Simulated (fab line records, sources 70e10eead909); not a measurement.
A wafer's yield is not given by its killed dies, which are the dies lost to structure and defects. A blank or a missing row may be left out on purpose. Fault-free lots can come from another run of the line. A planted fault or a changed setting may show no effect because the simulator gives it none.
Struck lot and sound lot, side by side || flow nand-harc || 15 out of 1159 route steps
Sound: the wafers L909.1, L909.2, L909.4. Struck: wafers L900.1, L900.3, L900.6. The cause is given at the end.
Each step with rows lists, per side, the tool, then ch with its chambers, then its first start. Under that, the readings that differ: sound wafers || struck wafers || difference of the means || sigmas: that difference in standard deviations of wafers without a fault.
alike: same words and numbers on both sides, and readings whose means sit less than 2 such deviations apart. not compared: any withheld reading, any reading some wafer has no value for, any bound like >300 that may hide the same value, and any number with overlapping values for which the record gives no deviation.
Wherever a step has rows on one side only, a row that says differs or no value, or a row with sigmas, the two part there. Numbers that don't overlap but have no deviation are shown without sigmas and don't part them. A reading that every wafer of one side lacks parts them only if that side has two wafers or more.

first, 1 step without rows for these wafers: NHARC_A_CONTACT_ETCH_138 (etches the open film in C4F8/O2/Ar, time 132 s, target depth 1289 nm).
NHARC_A_CONTACT_ETCH_139: etches the open film in C4F8/O2/Ar, time 137 s, target depth 590 nm.
  sound on har-cap-etch-03 ch 0,1, day 20 08:10; struck on har-cap-etch-03 ch 0,1, day 17 19:15
  alike: oes-air-line-au
  not compared: rf-hours-counter-h
NHARC_A_CONTACT_ETCH_92: etches the open film in CH3F/O2, target depth 40 nm, time 85.7 s.
  sound on rie-diel-13 ch 0,2,3, day 20 08:35; struck on rie-diel-01 ch 2,3, day 17 19:39
{"reading": "oes-product-au (a.u.)", "sound": "0.93 0.91 0.92", "struck": "0.99 0.99 0.98", "difference": "+0.07", "sigmas": "+2"}
  alike: drypump-motor-current-A, o2-flow-sccm, rf-vpp-V, showerhead-plenum-p-Torr, throttle-valve-pct
  not compared: rf-hours-counter-h
then, 1 step without rows for these wafers: NHARC_A_CONTACT_ETCH_98 (etches the open film in C4F6/O2, target depth 20 nm, time 10 s).
NHARC_A_CONTACT_CD_MEAS_15:
  sound on cd-sem-03, day 20 08:48; struck on cd-sem-02, day 17 19:52
{"reading": "cd-nm (nm)", "sound": "90.2 91.0 89.8", "struck": "89.6 88.1 89.0", "difference": -1.4, "sigmas": -2}
then, 3 steps without rows for these wafers: NHARC_A_CONTACT_STRIP_107 (strips in N2/H2); NHARC_A_CONTACT_STRIP_108 (strips in CF4/CHF3); NHARC_A_CONTACT_STRIP_109 (strips in O2/COS).
NHARC_A_CONTACT_ETCH_110: etches the open film in CF4/O2, target depth 50 nm, overetch 5 nm, time 27.5 s.
  sound on rie-diel-13 ch 0,1,3, day 20 09:10; struck on rie-diel-01 ch 1,2,3, day 17 20:10
  alike: drypump-motor-current-A, o2-flow-sccm, oes_f_703_au, oes-product-au, rf-vpp-V, showerhead-plenum-p-Torr, throttle-valve-pct
  not compared: rf-hours-counter-h
NHARC_A_CONTACT_STRIP_26: strips in O2.
  sound: rie-diel-13 ch 0,2,3; struck: rie-diel-01 ch 0,2
  alike: drypump-motor-current-A, o2-flow-sccm, oes-product-au, rf-vpp-V, showerhead-plenum-p-Torr, throttle-valve-pct
  not compared: rf-hours-counter-h
then, 1 step without rows for these wafers: NHARC_A_CONTACT_STRIP_27 (strips in post etch residue remover, time 600 s).
NHARC_A_CONTACT_ALD_18: deposits TiN, target thk 3 nm, pulse time 1 s, ald cycles 150.
  sound on ald-metal-04 ch 0,1,2, day 20 09:50; struck on ald-metal-04 ch 0,1, day 17 20:50
  alike: heater-power-w, precursor-pulse-height-rel
  not compared: since-wet-clean-h
NHARC_A_CONTACT_CVD_19: deposits W, target thk 300 nm, time 802 s.
  sound on cvd-w-01 ch 0,1, day 20 11:26; struck on cvd-w-02 ch 1, day 17 22:10
  alike: heater-power-w, throttle-valve-pct
  not compared: since-wet-clean-h
NHARC_A_CONTACT_CMP_20: polishes, t overpolish 30 s, target thk 300 nm.
  sound on cmp-04 ch 0,2,3, day 20 12:30; struck on cmp-02 ch 2,3, day 17 23:01
{"reading": "time-to-endpoint-s (s)", "sound": "58 58 61", "struck": "122 119 115", "difference": "+60", "sigmas": "+15"}
  alike: motor-current-A, overpolish-run-s
-- record jumps: 2 days between struck wafers' starts before vs after; left off in module A_CONTACT, resumes in module END, first step shown is number 1159 of the route --
NHARC_END_SORT_01:
  the record has rows for the struck wafers here (prober-02 ch 0, day 20 08:53) and none for the sound ones

WHERE THEY PART
Last at NHARC_END_SORT_01 as far as this record goes, first at NHARC_A_CONTACT_ETCH_92.

WHY: what the simulator had put in
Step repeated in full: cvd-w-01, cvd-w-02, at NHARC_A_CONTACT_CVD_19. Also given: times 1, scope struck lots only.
